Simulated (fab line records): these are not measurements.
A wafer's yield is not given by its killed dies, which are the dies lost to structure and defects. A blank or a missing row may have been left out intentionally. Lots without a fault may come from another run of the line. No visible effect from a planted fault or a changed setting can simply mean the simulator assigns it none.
fab line records | flow n5Finfet | part 2 of 2: steps 20 to 30 of 30
record: lots: 5 wafers: 15 lastDay: 17
route steps=1938 shown BEOL_M11@1600 BEOL_M12@1602
lots that met no fault: taken from a fault-free run of the same line
startH: hours from the record's opening day to when the first of the lot's shown wafers began | waitH: how many hours have passed since the lot's step before this one | " identical to the entry in the row above | L1.1+2: several wafers, shown together as one row | - no value, or no start was given | * or withheld: withheld | < > ~ a bound
route shown NAME@n: a module of which the file shows steps, and the number in the route of the first | usual: average and standard deviation across the fault-free wafers | same: alike in all rows | chamber/n: place in a boat | sites: readings site by site | _std_site: standard deviation across them | _edge_site: mean of outer sites minus mean of inner sites | radiusMm: for every site, how far away it sits from the centre of the wafer | mask NAME#n: copy n | behind: the most recent tool/chamber to have shaped the wafer | hold: what put the lot on hold/how long, in hours/how the hold closed | device: whichever transistor did not switch (one of n, p or np) | end of line: tests of these same wafers at the route's end | a step without rows: its recipe alone | killed: dies that structure and defects cost at the first sort, which is not the same as the wafer's yield | map: shows each die of a wafer: x if killed, . if not, _ if none is there
set.NAME: the setting as run; set.NAME@STEP: as run at that earlier step | model.NAME: the simulator's own value behind a step, which no gauge read
lots at selected steps of the route; one table per step, one row per wafer
services: from which hour (startH, from the record's first day; less than 0 if before it) a tool's chamber was out of use, for how many hours, and why
== steps ==
step: N5_BEOL_M12_STRIP_64
recipe: chemistry: N2/H2 powerW: 1000 tempC: 250 h2Frac: 0.65 overashFraction: 0.3 pressureMtorr: withheld n2FlowSccm: 1750 h2FlowSccm: 3250
usual: drypumpMotorCurrentA: 5.95/0.3 h2FlowSccm: 3251/9.7 heaterPowerW: 339/33 oesProductAu: 0.715/0.0045 stripTimeToEndpointS: 31.36/0.068
columns lot.wafer tool chamber startH waitH drypumpMotorCurrentA h2FlowSccm heaterPowerW oesProductAu rfHoursCounterH stripTimeToEndpointS
L076.3 plasmaAsher-01 0 277.44 0.0 5.49 3249 305 0.721 - 31.45
L076.5 " 1 " " 6.30 3271 355 0.706 - 31.41
L076.6 " 0 " " 5.47 3248 311 0.723 - 31.40
L087.1 plasmaAsher-01 1 316.48 0.0 6.31 3270 351 0.717 133 31.19
L087.2 " 0 " " 5.41 3268 302 0.719 133 31.23
L087.3 " 1 " " 6.33 3259 356 0.722 - 31.26
L086.1 plasmaAsher-01 0 341.67 0.0 5.44 3264 308 0.714 139 31.39
L086.3 " 1 " " 6.30 3250 349 0.715 - 31.35
L086.4 " 0 " " 5.43 3257 302 0.714 - 31.37
L088.3 plasmaAsher-02 0 342.90 0.0 6.03 3251 378 0.710 - 31.35
L088.5 " 0 " " 6.04 3262 378 0.720 - 31.37
L088.6 " 1 " " 5.98 3260 308 0.707 - 31.42
L092.4 plasmaAsher-01 1 376.01 0.0 6.31 3240 352 0.720 - 31.36
L092.5 " 0 " " 5.41 3241 306 0.713 - 31.34
L092.6 " 1 " " 6.29 3255 343 0.719 - 31.32
step: N5_BEOL_M12_STRIP_71
recipe: chemistry: postEtchResidueRemover timeS: 60 tempC: 25 removerPh: withheld removerWaterWtPct: withheld removerFluorideWtPct: withheld
columns lot.wafer tool chamber startH waitH
L076.3+5+6 wetBench-06 6,3,2 277.51 0.0
L087.1+2+3 wetBench-02 5,1,3 316.57 0.1
L086.1+3+4 wetBench-03 0,5,6 341.76 0.1
L088.3+5+6 wetBench-02 2,1,6 342.97 0.0
L092.4+5+6 wetBench-02 7,5,4 376.08 0.0
step: N5_BEOL_M12_SRD_72
recipe: timeS: 30 tempC: 23 rinseLiquid: diw dry: n2Spin spinRpm: 1500 dryTimeS: 30
columns lot.wafer tool chamber startH waitH
L076.3+5+6 wetBench-06 6,3,2 277.52 0.0
L087.1+2+3 wetBench-02 5,1,3 316.59 0.0
L086.1+3+4 wetBench-03 0,5,6 341.78 0.0
L088.3+5+6 wetBench-02 2,1,6 342.99 0.0
L092.4+5+6 wetBench-02 7,5,4 376.10 0.0
step: N5_BEOL_M12_CD_MEAS_17
recipe: targetCdNm: 140 polarity: opening
usual: cdNm: 141.3/1.9
columns lot.wafer tool chamber startH waitH cdNm
L076.3 cdSem-01 - 277.57 0.0 138.8
L076.5 " - " " 143.7
L076.6 " - " " 142.2
L087.1 cdSem-01 - 316.63 0.0 143.4
L087.2 " - " " 141.5
L087.3 " - " " 142.9
L086.1 cdSem-01 - 341.82 0.0 141.6
L086.3 " - " " 143.1
L086.4 " - " " 142.4
L088.3 cdSem-03 - 343.03 0.0 141.1
L088.5 " - " " 139.5
L088.6 " - " " 139.3
L092.4 cdSem-03 - 376.15 0.0 144.1
L092.5 " - " " 144.1
L092.6 " - " " 144.0
step: N5_BEOL_M12_COAT_65
recipe: resist: SOC tempC: 250 timeS: 60 spinRpm: 1500 resistThkNm: 300
usual: exhaustPa: 45.0/0.92 heaterPowerTotalW: 500.3/1.9 spinSpeedRpm: 1500.0/1.1
columns lot.wafer tool chamber startH waitH exhaustPa heaterPowerTotalW spinSpeedRpm
L076.3 lithoTrack-04 0 277.61 0.0 44.9 497.7 1501.0
L076.5 " 0 " " 44.7 498.5 1499.3
L076.6 " 0 " " 44.2 502.5 1500.6
L087.1 lithoTrack-02 0 316.67 0.0 44.7 497.7 1499.9
L087.2 " 0 " " 46.0 500.6 1499.9
L087.3 " 0 " " 45.1 498.3 1500.4
L086.1 lithoTrack-04 0 341.85 0.0 44.9 498.6 1501.7
L086.3 " 0 " " 45.4 497.6 1500.6
L086.4 " 0 " " 44.6 498.3 1500.6
L088.3 lithoTrack-04 0 343.07 0.0 45.7 500.4 1498.8
L088.5 " 0 " " 46.5 502.6 1500.6
L088.6 " 0 " " 46.8 503.0 1499.8
L092.4 lithoTrack-04 0 376.18 0.0 44.1 499.7 1499.8
L092.5 " 0 " " 46.1 497.4 1500.5
L092.6 " 0 " " 46.2 502.9 1502.4
step: N5_BEOL_M12_COAT_66
recipe: resist: SiARC tempC: 220 timeS: 60 spinRpm: 1500 resistThkNm: 110
usual: exhaustPa: 45.1/0.95 heaterPowerTotalW: 427.3/2.1 spinSpeedRpm: 1499.9/1.1
columns lot.wafer tool chamber startH waitH exhaustPa heaterPowerTotalW spinSpeedRpm
L076.3 lithoTrack-04 0 - - 44.5 425.9 1499.6
L076.5 " 0 " " 44.2 431.0 1500.6
L076.6 " 0 " " 44.1 429.0 1500.7
L087.1 lithoTrack-02 0 - - 46.1 430.1 1500.6
L087.2 " 0 " " 46.4 426.5 1500.3
L087.3 " 0 " " 45.4 429.4 1498.6
L086.1 lithoTrack-04 0 - - 44.6 427.0 1499.4
L086.3 " 0 " " 43.4 427.2 1500.1
L086.4 " 0 " " 44.3 426.5 1498.8
L088.3 lithoTrack-04 0 - - 44.5 427.8 1499.7
L088.5 " 0 " " 45.3 424.4 1503.1
L088.6 " 0 " " 45.0 429.8 1500.2
L092.4 lithoTrack-04 0 - - 45.6 428.7 1498.4
L092.5 " 0 " " 44.6 430.3 1499.5
L092.6 " 0 " " 45.7 424.7 1497.8
step: N5_BEOL_M12_COAT_22
recipe: spinRpm: 2888 resistThkNm: 300
usual: exhaustPa: 45.0/0.88 spinSpeedRpm: 2888.2/2.2
columns lot.wafer tool chamber startH waitH exhaustPa spinSpeedRpm
L076.3 lithoTrack-04 0 - - 45.4 2888.9
L076.5 " 0 " " 44.2 2889.4
L076.6 " 0 " " 45.6 2888.6
L087.1 lithoTrack-02 0 - - 43.9 2889.1
L087.2 " 0 " " 44.2 2891.0
L087.3 " 0 " " 43.0 2887.7
L086.1 lithoTrack-04 0 - - 44.6 2888.3
L086.3 " 0 " " 44.7 2891.6
L086.4 " 0 " " 47.5 2889.6
L088.3 lithoTrack-04 0 - - 45.0 2885.4
L088.5 " 0 " " 46.3 2885.8
L088.6 " 0 " " 45.3 2888.5
L092.4 lithoTrack-04 0 - - 45.1 2890.1
L092.5 " 0 " " 44.7 2888.7
L092.6 " 0 " " 45.2 2889.4
step: N5_BEOL_M12_EBR_24
recipe: solvent: PGMEA ebrWidthMm: 1.5
usual: exhaustPa: 44.9/0.8
columns lot.wafer tool chamber startH waitH exhaustPa
L076.3 lithoTrack-04 0 - - 46.9
L076.5 " 0 " " 46.0
L076.6 " 0 " " 45.0
L087.1 lithoTrack-02 0 - - 45.6
L087.2 " 0 " " 45.3
L087.3 " 0 " " 45.3
L086.1 lithoTrack-04 0 - - 44.2
L086.3 " 0 " " 43.9
L086.4 " 0 " " 44.2
L088.3 lithoTrack-04 0 - - 44.9
L088.5 " 0 " " 44.4
L088.6 " 0 " " 46.2
L092.4 lithoTrack-04 0 - - 44.2
L092.5 " 0 " " 44.2
L092.6 " 0 " " 44.2
step: N5_BEOL_M12_SOFTBAKE_23
recipe: tempC: 130 timeS: 60
usual: exhaustPa: 44.8/0.94 heaterPowerTotalW: 218.8/1.6
columns lot.wafer tool chamber startH waitH exhaustPa heaterPowerTotalW
L076.3 lithoTrack-04 0 - - 45.4 221.0
L076.5 " 0 " " 44.9 220.9
L076.6 " 0 " " 44.5 219.3
L087.1 lithoTrack-02 0 - - 45.2 218.8
L087.2 " 0 " " 46.5 218.4
L087.3 " 0 " " 45.0 220.9
L086.1 lithoTrack-04 0 - - 45.3 218.2
L086.3 " 0 " " 45.2 218.7
L086.4 " 0 " " 45.0 218.5
L088.3 lithoTrack-04 0 - - 44.9 217.4
L088.5 " 0 " " 45.7 220.8
L088.6 " 0 " " 44.9 218.3
L092.4 lithoTrack-04 0 - - 45.0 217.3
L092.5 " 0 " " 44.7 220.3
L092.6 " 0 " " 44.9 220.9
step: N5_BEOL_M12_EXPOSE_25
recipe: maskId: M12 na: 0.93 sourceShape: conventional sigmaOuter: 0.4 polarization: unpolarized doseMj: 21.8
columns lot.wafer tool chamber startH waitH mask
L076.3+5+6 krfScanner-01 0 277.74 - M12#0
L087.1+2+3 krfScanner-01 0 316.79 - M12#0
L086.1+3+4 krfScanner-02 0 341.97 - M12#0
L088.3+5+6 krfScanner-01 0 343.32 - M12#0
L092.4+5+6 krfScanner-01 0 376.44 - M12#0
step: N5_BEOL_M12_PEB_26
recipe: pebTempC: 130 pebTimeS: 90
usual: exhaustPa: 44.8/0.81 heaterPowerTotalW: 172.5/0.78
columns lot.wafer tool chamber startH waitH exhaustPa heaterPowerTotalW
L076.3 lithoTrack-02 0 277.78 0.0 44.7 173.7
L076.5 " 0 " " 45.3 172.8
L076.6 " 0 " " 44.8 172.7
L087.1 lithoTrack-05 0 316.84 0.1 44.2 172.3
L087.2 " 0 " " 43.9 173.4
L087.3 " 0 " " 45.2 170.9
L086.1 lithoTrack-04 0 342.03 0.1 45.5 172.0
L086.3 " 0 " " 44.7 173.3
L086.4 " 0 " " 44.8 172.1
L088.3 lithoTrack-04 0 343.37 0.0 45.5 172.6
L088.5 " 0 " " 46.7 172.9
L088.6 " 0 " " 46.7 173.2
L092.4 lithoTrack-05 0 376.48 0.0 45.8 172.6
L092.5 " 0 " " 45.1 173.5
L092.6 " 0 " " 45.2 172.7
== services ==
columns tool chamber startH hours kind
pecvd-04 0 255.89 2.1 scheduledDown
krfScanner-01 - 259.71 0.7 repair
rieDiel-05 0 275.61 2.2 repair
plasmaAsher-02 - 288.08 7.1 repair
rieDiel-03 1 288.45 4.6 repair
rieDiel-04 3 291.79 3.6 repair
pecvd-03 - 294.00 0.4 repair
pecvd-04 1 296.83 17.5 repair
krfScanner-02 - 299.64 1.0 pm
krfScanner-01 - 301.80 0.8 pm
wetBench-03 - 309.64 3.3 repair
krfScanner-02 - 326.07 1.3 pm
wetBench-03 - 329.18 1.0 repair
pecvd-01 - 330.87 1.1 repair
pecvd-04 2 332.80 4.8 repair
pecvd-04 1 339.76 13.8 repair
krfScanner-01 0 343.73 - calibration
krfScanner-02 - 345.42 0.8 pm
rieDiel-05 - 363.83 2.8 pm
rieDiel-03 2 368.27 3.8 repair
rieDiel-05 2 368.47 3.1 repair
krfScanner-02 - 369.78 1.0 repair
rieDiel-04 1 370.42 22.5 repair
krfScanner-02 - 370.82 3.6 pm
